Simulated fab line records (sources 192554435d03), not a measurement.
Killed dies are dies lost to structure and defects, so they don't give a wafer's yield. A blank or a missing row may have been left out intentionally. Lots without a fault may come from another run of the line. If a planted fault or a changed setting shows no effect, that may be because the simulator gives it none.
fab line records    flow n5-finfet
[record] lots = 11  wafers = 32  last-day = 17
route steps=1938 shown BEOL_M11@1586 BEOL_M12@1603 PASSIVATION@1936
lots that met no fault: taken from a fault-free run of the same line
start-h: hours from the record's first day to the start of the lot's first wafer shown    wait-h: hours since the lot's step before    " unchanged from the row above    L1.1+2: one row covering several wafers at once    - value missing, or start not given    * or withheld: withheld    < > ~ a bound
route shown NAME@n: a module of which the file shows steps, and the number in the route of the first    usual: the fault-free wafers' mean and standard deviation    same: alike in all rows    chamber/n: place in a boat    sites: each site's reading    _std_site: the standard deviation of these    _edge_site: the outer-site mean with the inner-site mean subtracted    radius-mm: how far each site lies from the wafer's centre    mask NAME#n: copy n    behind: the last tool/chamber to shape the wafer    hold: what put the lot on hold/how long, in hours/how the hold closed    device: the n, p or np transistor that did not switch    end of line: the same wafers' tests at the end of the route    a step without rows: its recipe alone    killed: dies that structure and defects cost at the first sort, which is not the same as the wafer's yield    map: shows each die of a wafer: x if killed, . if not, _ if none is there
set.NAME: the run value of the setting; set.NAME@STEP: its run value at that earlier step    model.NAME: the simulator's own value behind a step, which no gauge read
route steps across a sampled set of lots; one table per step, one row per wafer
services: a tool's chamber out of use, with start hour (start-h, from the record's first day; less than 0 if before it), hours out, and reason
[[steps]]
[step N5_BEOL_M11_CD_MEAS_35]
[recipe] target-cd-nm = 70  polarity = opening
[usual] cd-nm = 69.9/0.69
lot.wafer  tool       chamber  start-h  wait-h  cd-nm
L178.1     cd-sem-03  -        234.94   0.0     70.6
L178.4     "          -        "        "       70.1
L178.5     "          -        "        "       69.9
L176.2     cd-sem-02  -        235.20   0.0     71.5
L176.5     "          -        "        "       69.9
L176.6     "          -        "        "       72.2
L177.1     cd-sem-01  -        246.26   0.0     69.4
L177.2     "          -        "        "       70.3
L177.4     "          -        "        "       69.5
L180.1     cd-sem-01  -        255.60   0.0     70.6
L180.3     "          -        "        "       70.4
L180.4     "          -        "        "       70.7
L184.4     cd-sem-02  -        294.27   0.0     69.2
L184.5     "          -        "        "       68.8
L187.1     cd-sem-02  -        310.68   0.0     69.8
L187.3     "          -        "        "       70.2
L187.5     "          -        "        "       68.9
L189.1     cd-sem-03  -        320.01   0.0     69.5
L189.2     "          -        "        "       69.5
L189.5     "          -        "        "       70.6
L188.1     cd-sem-01  -        323.01   0.0     69.0
L188.5     "          -        "        "       69.9
L188.6     "          -        "        "       70.8
L191.2     cd-sem-02  -        338.27   0.0     69.5
L191.3     "          -        "        "       69.4
L191.5     "          -        "        "       69.4
L194.3     cd-sem-03  -        345.08   0.0     70.4
L194.5     "          -        "        "       70.1
L194.6     "          -        "        "       70.4
L198.3     cd-sem-03  -        366.65   0.0     69.7
L198.5     "          -        "        "       69.5
L198.6     "          -        "        "       69.6
[step N5_BEOL_M11_DEP_56]
[recipe] material = SiCN  target-thk-a = 300  temp-c = withheld  precursor = 3MS/NH3  pressure-torr = 3  rf-w = 675  time-s = 10.5
[usual] showerhead-plenum-p-Torr = 4.159/0.018  throttle-valve-pct = 17.9/1.1
lot.wafer  tool      chamber  start-h  wait-h  showerhead-plenum-p-Torr  throttle-valve-pct
L178.1     pecvd-03  2        237.13   0.0     4.156                     15.9
L178.4     "         2        "        "       4.159                     16.2
L178.5     "         0        "        "       4.157                     18.0
L176.2     pecvd-02  0        237.39   0.0     4.182                     17.0
L176.5     "         2        "        "       4.131                     18.9
L176.6     "         1        "        "       4.189                     19.5
L177.1     pecvd-03  2        250.92   0.0     4.172                     15.9
L177.2     "         0        "        "       4.152                     18.0
L177.4     "         0        "        "       4.151                     17.9
L180.1     pecvd-01  1        259.53   0.0     4.119                     18.2
L180.3     "         0        "        "       4.157                     18.3
L180.4     "         2        "        "       4.169                     16.4
L184.4     pecvd-01  2        296.35   0.0     4.176                     16.7
L184.5     "         1        "        "       4.126                     18.3
L187.1     pecvd-01  2        314.40   0.0     4.163                     16.5
L187.3     "         0        "        "       4.168                     18.2
L187.5     "         2        "        "       4.168                     16.4
L189.1     pecvd-03  0        323.85   0.0     4.160                     18.1
L189.2     "         1        "        "       4.157                     19.3
L189.5     "         0        "        "       4.138                     18.0
L188.1     pecvd-01  2        326.95   0.0     4.174                     16.7
L188.5     "         2        "        "       4.177                     16.3
L188.6     "         0        "        "       4.154                     18.1
L191.2     pecvd-02  2        340.66   0.0     4.130                     19.5
L191.3     "         0        "        "       4.174                     17.0
L191.5     "         0        "        "       4.169                     17.2
L194.3     pecvd-01  1        348.07   0.0     4.126                     18.1
L194.5     "         0        "        "       4.169                     18.2
L194.6     "         1        "        "       4.123                     18.0
L198.3     pecvd-02  0        369.35   0.0     4.177                     17.3
L198.5     "         2        "        "       4.132                     19.4
L198.6     "         1        "        "       4.179                     19.2
[step N5_BEOL_M11_RS_MEAS_57]
[recipe] thk-meas-gauge = four-point-probe  reads = Cu_of_BEOL_M11_ECD_50+Co_of_BEOL_M11_CVD_75+TaN_of_BEOL_M11_ALD_74
[usual] M11_RS = 0.151/0.0038
lot.wafer  tool           chamber  start-h  wait-h  M11_RS[ohm/sq]
L178.1     film-metro-01  -        237.19   0.0     0.157
L178.4     "              -        "        "       0.147
L178.5     "              -        "        "       0.152
L176.2     film-metro-02  -        237.45   0.0     0.147
L176.5     "              -        "        "       0.148
L176.6     "              -        "        "       0.153
L177.1     film-metro-02  -        251.00   0.1     0.145
L177.2     "              -        "        "       0.147
L177.4     "              -        "        "       0.154
L180.1     film-metro-01  -        259.59   0.0     0.150
L180.3     "              -        "        "       0.154
L180.4     "              -        "        "       0.152
L184.4     film-metro-02  -        296.40   0.0     0.155
L184.5     "              -        "        "       0.146
L187.1     film-metro-02  -        314.46   0.0     0.153
L187.3     "              -        "        "       0.158
L187.5     "              -        "        "       0.151
L189.1     film-metro-02  -        323.91   0.0     0.143
L189.2     "              -        "        "       0.150
L189.5     "              -        "        "       0.155
L188.1     film-metro-01  -        327.02   0.0     0.151
L188.5     "              -        "        "       0.149
L188.6     "              -        "        "       0.155
L191.2     film-metro-02  -        340.72   0.0     0.156
L191.3     "              -        "        "       0.157
L191.5     "              -        "        "       0.151
L194.3     film-metro-01  -        348.13   0.0     0.145
L194.5     "              -        "        "       0.144
L194.6     "              -        "        "       0.153
L198.3     film-metro-01  -        369.42   0.0     0.149
L198.5     "              -        "        "       0.150
L198.6     "              -        "        "       0.155
[step N5_BEOL_M11_INSPECT_58]
[recipe] inspect-instrument = darkfield  mode = post-dep
[usual] raw-defect-count = 78/28
lot.wafer  tool               chamber  start-h  wait-h  raw-defect-count
L178.1     defect-inspect-01  -        237.22   0.0     71
L178.4     "                  -        "        "       74
L178.5     "                  -        "        "       53
L176.2     defect-inspect-02  -        237.48   0.0     78
L176.5     "                  -        "        "       45
L176.6     "                  -        "        "       79
L177.1     defect-inspect-02  -        251.02   0.0     105
L177.2     "                  -        "        "       109
L177.4     "                  -        "        "       108
L180.1     defect-inspect-02  -        259.62   0.0     56
L180.3     "                  -        "        "       114
L180.4     "                  -        "        "       162
L184.4     defect-inspect-02  -        296.42   0.0     77
L184.5     "                  -        "        "       87
L187.1     defect-inspect-02  -        314.49   0.0     83
L187.3     "                  -        "        "       87
L187.5     "                  -        "        "       76
L189.1     defect-inspect-02  -        323.94   0.0     64
L189.2     "                  -        "        "       151
L189.5     "                  -        "        "       95
L188.1     defect-inspect-01  -        327.04   0.0     1162
L188.5     "                  -        "        "       1197
L188.6     "                  -        "        "       1177
L191.2     defect-inspect-02  -        340.75   0.0     70
L191.3     "                  -        "        "       119
L191.5     "                  -        "        "       92
L194.3     defect-inspect-02  -        348.16   0.0     1223
L194.5     "                  -        "        "       1192
L194.6     "                  -        "        "       1204
L198.3     defect-inspect-01  -        369.44   0.0     30
L198.5     "                  -        "        "       56
L198.6     "                  -        "        "       43
[step N5_BEOL_M12_THK_MEAS_01]
[recipe] reads = SiOC_of_BEOL_M12_ILD_DEP_00
[usual] M12_ILD_THK = 658/9.6
lot.wafer  tool           chamber  start-h  wait-h  M12_ILD_THK[nm]
L178.1     film-metro-01  -        237.39   0.1     669
L178.4     "              -        "        "       672
L178.5     "              -        "        "       666
L176.2     film-metro-02  -        237.65   0.1     660
L176.5     "              -        "        "       666
L176.6     "              -        "        "       663
L177.1     film-metro-02  -        251.24   0.1     641
L177.2     "              -        "        "       652
L177.4     "              -        "        "       662
L180.1     film-metro-02  -        259.79   0.1     663
L180.3     "              -        "        "       654
L180.4     "              -        "        "       657
L184.4     film-metro-01  -        296.59   0.0     657
L184.5     "              -        "        "       662
L187.1     film-metro-02  -        314.66   0.1     638
L187.3     "              -        "        "       637
L187.5     "              -        "        "       657
L189.1     film-metro-02  -        324.11   0.1     645
L189.2     "              -        "        "       645
L189.5     "              -        "        "       667
L188.1     film-metro-01  -        327.21   0.1     654
L188.5     "              -        "        "       669
L188.6     "              -        "        "       669
L191.2     film-metro-02  -        340.91   0.1     648
L191.3     "              -        "        "       661
L191.5     "              -        "        "       664
L194.3     film-metro-01  -        348.33   0.1     655
L194.5     "              -        "        "       652
L194.6     "              -        "        "       659
L198.3     film-metro-02  -        369.61   0.1     665
L198.5     "              -        "        "       667
L198.6     "              -        "        "       665
[step N5_BEOL_M12_INSPECT_12]
[recipe] mode = adi  inspect-instrument = macro
[usual] raw-defect-count = 2.2/1.5
lot.wafer  tool               chamber  start-h  wait-h  raw-defect-count
L178.1     defect-inspect-02  -        237.87   0.0     0
L178.4     "                  -        "        "       2
L178.5     "                  -        "        "       3
L176.2     defect-inspect-01  -        238.01   0.0     5
L176.5     "                  -        "        "       1
L176.6     "                  -        "        "       0
L177.1     defect-inspect-01  -        251.60   0.0     4
L177.2     "                  -        "        "       0
L177.4     "                  -        "        "       1
L180.1     defect-inspect-01  -        260.14   0.0     3
L180.3     "                  -        "        "       2
L180.4     "                  -        "        "       7
L184.4     defect-inspect-02  -        296.95   0.0     2
L184.5     "                  -        "        "       0
L187.1     defect-inspect-02  -        315.01   0.0     2
L187.3     "                  -        "        "       2
L187.5     "                  -        "        "       1
L189.1     defect-inspect-02  -        324.47   0.0     0
L189.2     "                  -        "        "       2
L189.5     "                  -        "        "       1
L188.1     defect-inspect-01  -        327.58   0.0     >300
L188.5     "                  -        "        "       >300
L188.6     "                  -        "        "       >300
L191.2     defect-inspect-01  -        341.33   0.0     4
L191.3     "                  -        "        "       2
L191.5     "                  -        "        "       3
L194.3     defect-inspect-02  -        348.69   0.0     >300
L194.5     "                  -        "        "       >300
L194.6     "                  -        "        "       >300
L198.3     defect-inspect-01  -        369.97   0.0     1
L198.5     "                  -        "        "       0
L198.6     "                  -        "        "       2
[step N5_PASSIVATION_PROBE_49]
[usual] defect-limited-yield = 91.0/1.5  killed_at_M0_to_M3 = 35/11  killed_at_M4_up = 13/6  killed-at-contacts = 14/6.5  killed-at-front-end = 40/12  killed-at-other = 4/3.4  killed-dies = 106/18  killed-on-rim = 14/4.7  killed-open = 68/14  killed-short = 35/7.7  sort_bin_5_function = 5.2/0.98  sort_bin_6_memory = 3.4/0.72  sort-n-pass = 1074/18  sort-yield-pct = 91.0/1.5
[same] gross-dies = 1180  killed-at-back-side = 0  sort_bin_4_leakage[%] = 0  sort_bin_8_speed[%] = 0
lot.wafer  tool       chamber  start-h  wait-h  defect-limited-yield[%]  killed_at_M0_to_M3  killed_at_M4_up  killed-at-contacts  killed-at-front-end  killed-at-other  killed-dies  killed-on-rim  killed-open  killed-short  sort_bin_5_function[%]  sort_bin_6_memory[%]  sort-n-pass  sort-yield-pct[%]
L189.1     prober-01  -        366.52   0.0     92.7                     33                  18               10                  23                   2                86           8              58           25            4.6                     2.5                   1094         92.7
L189.2     prober-01  -        366.57   0.1     91.6                     30                  12               14                  42                   1                99           7              63           35            5.1                     2.8                   1081         91.6
L189.5     prober-01  -        366.72   0.2     92.1                     32                  13               8                   38                   2                93           14             59           31            3.8                     3.8                   1087         92.1
L188.1     prober-02  -        366.57   0.0     85.3                     28                  92               14                  39                   1                174          34             75           29            9.1                     4.0                   1006         85.3
L188.5     prober-02  -        366.77   0.2     85.8                     32                  82               12                  42                   0                168          28             67           38            7.1                     4.4                   1012         85.8
L188.6     prober-02  -        366.82   0.3     81.4                     22                  125              17                  52                   3                219          33             72           47            11.4                    4.2                   961          81.4
L194.3     prober-01  -        382.26   0.1     80.0                     31                  165              10                  28                   2                236          13             50           26            12.8                    3.6                   944          80.0
L194.5     prober-01  -        382.36   0.2     83.4                     38                  106              10                  35                   7                196          34             69           29            9.3                     4.1                   984          83.4
L194.6     prober-01  -        382.41   0.3     81.3                     22                  161              15                  21                   2                221          12             39           27            10.4                    3.7                   959          81.3
// killed by level:class
L189.1 BEOL_M0_SAQP:geometric-particle:open=10 MOL_CONTACT_COAG:geometric-particle:open=9 BEOL_M1:geometric-particle:open=8 BEOL_M0_SAQP:geometric-particle:short=6 STI_FIN_REVEAL:geometric-particle:open=5 BEOL_M6:geometric-particle:open=4 BEOL_M5:geometric-particle:open=4 STARTING-WAFER:geometric-particle:short=4
L189.2 STI_FIN_REVEAL:geometric-particle:open=12 MOL_CONTACT_COAG:geometric-particle:open=8 DUMMY_GATE:geometric-particle:open=7 BEOL_M1:geometric-particle:open=7 BEOL_M0_SAQP:geometric-particle:short=7 MOL_CONTACT_COAG:geometric-particle:short=6 BEOL_M0_SAQP:geometric-particle:open=6 BEOL_M3:geometric-particle:open=6
L188.1 BEOL_M11:unspecified=69 MOL_CONTACT_COAG:geometric-particle:open=12 BEOL_M1:geometric-particle:open=11 DUMMY_GATE:geometric-particle:open=9 BEOL_M4:geometric-particle:open=7 STI_FIN_REVEAL:geometric-particle:open=6 FIN_SAQP:geometric-particle:open=4 STI_FIN_REVEAL:geometric-particle:short=4
L189.5 STI_FIN_REVEAL:geometric-particle:open=11 BEOL_M3:geometric-particle:open=9 BEOL_M0_SAQP:geometric-particle:open=8 MOL_CONTACT_COAG:geometric-particle:open=7 BEOL_M5:geometric-particle:open=6 FIN_SAQP:geometric-particle:short=5 GATE_CUT:geometric-particle:short=5 FIN_SAQP:geometric-particle:open=3
L188.5 BEOL_M11:unspecified=63 FIN_SAQP:geometric-particle:open=9 MOL_CONTACT_COAG:geometric-particle:open=9 STI_FIN_REVEAL:geometric-particle:open=8 BEOL_M1:geometric-particle:open=8 FIN_SAQP:geometric-particle:short=6 BEOL_M0_SAQP:geometric-particle:short=6 BEOL_M8:geometric-particle:open=6
L188.6 BEOL_M11:unspecified=98 FIN_SAQP:geometric-particle:short=17 MOL_CONTACT_COAG:geometric-particle:open=13 BEOL_M4:geometric-particle:open=11 STI_FIN_REVEAL:geometric-particle:open=8 GATE_CUT:geometric-particle:open=7 BEOL_M0_SAQP:geometric-particle:open=6 BEOL_M4:geometric-particle:short=6
L194.3 BEOL_M11:unspecified=155 BEOL_M0:geometric-particle:open=7 MOL_CONTACT_COAG:geometric-particle:open=6 BEOL_M2:geometric-particle:open=6 BEOL_M0_SAQP:geometric-particle:short=4 BEOL_M0_SAQP:geometric-particle:open=4 BEOL_M3:geometric-particle:open=4 FIN_SAQP:geometric-particle:short=3
L194.5 BEOL_M11:unspecified=95 STI_FIN_REVEAL:geometric-particle:open=9 BEOL_M2:geometric-particle:open=9 BEOL_M0_SAQP:geometric-particle:open=8 MOL_CONTACT_COAG:geometric-particle:open=8 DUMMY_GATE:geometric-particle:open=6 BEOL_M1:geometric-particle:open=6 BEOL_M0_SAQP:geometric-particle:short=4
L194.6 BEOL_M11:unspecified=151 MOL_CONTACT_COAG:geometric-particle:open=12 BEOL_M0_SAQP:geometric-particle:short=6 BEOL_M0:geometric-particle:open=5 BEOL_M4:geometric-particle:open=5 STI_FIN_REVEAL:geometric-particle:open=3 DUMMY_GATE:geometric-particle:open=3 ILD0:geometric-particle:short=3
[[services]]
tool      chamber  start-h  hours  kind
pecvd-03  1        218.34   4.4    repair
pecvd-01  0        248.25   4.4    repair
pecvd-03  1        249.05   5.5    scheduled-down
pecvd-01  1        260.05   5.9    repair
pecvd-02  -        265.18   2.9    repair
pecvd-02  -        268.09   2.8    pm
pecvd-03  -        273.89   2.8    pm
pecvd-02  2        301.28   5.5    scheduled-down
pecvd-02  0        309.92   5.5    scheduled-down
pecvd-02  -        323.87   14.6   pm
[[key]]
[first-sign] step = N5_BEOL_M11_INSPECT_58  reading = raw-defect-count  direction = up  sigmas = 40  usual = 78  struck = 1192
[effect] step = N5_BEOL_M12_INSPECT_12  reading = raw-defect-count  direction = up  sigmas = 99+  usual = 2.2  struck = >300
[effect] step = N5_PASSIVATION_PROBE_49  reading = killed_at_M4_up  direction = up  sigmas = 18  usual = 13  struck = 122
[more-kills-born-at] N5_BEOL_M11_DEP_56@pecvd-01 = 631
met-at N5_BEOL_M11_DEP_56
struck-lots L188,L194
not-acting-at N5_BEOL_M11_CD_MEAS_35,N5_BEOL_M11_RS_MEAS_57,N5_BEOL_M12_THK_MEAS_01
onset-between 314.40 326.95
[fault] kind = chamber-particle-source  tool = pecvd-01  chamber = -  onset-h = 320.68  steps = N5_BEOL_M11_DEP_56  rate-per-visit-cm2 = 1.7451  end-h = 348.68
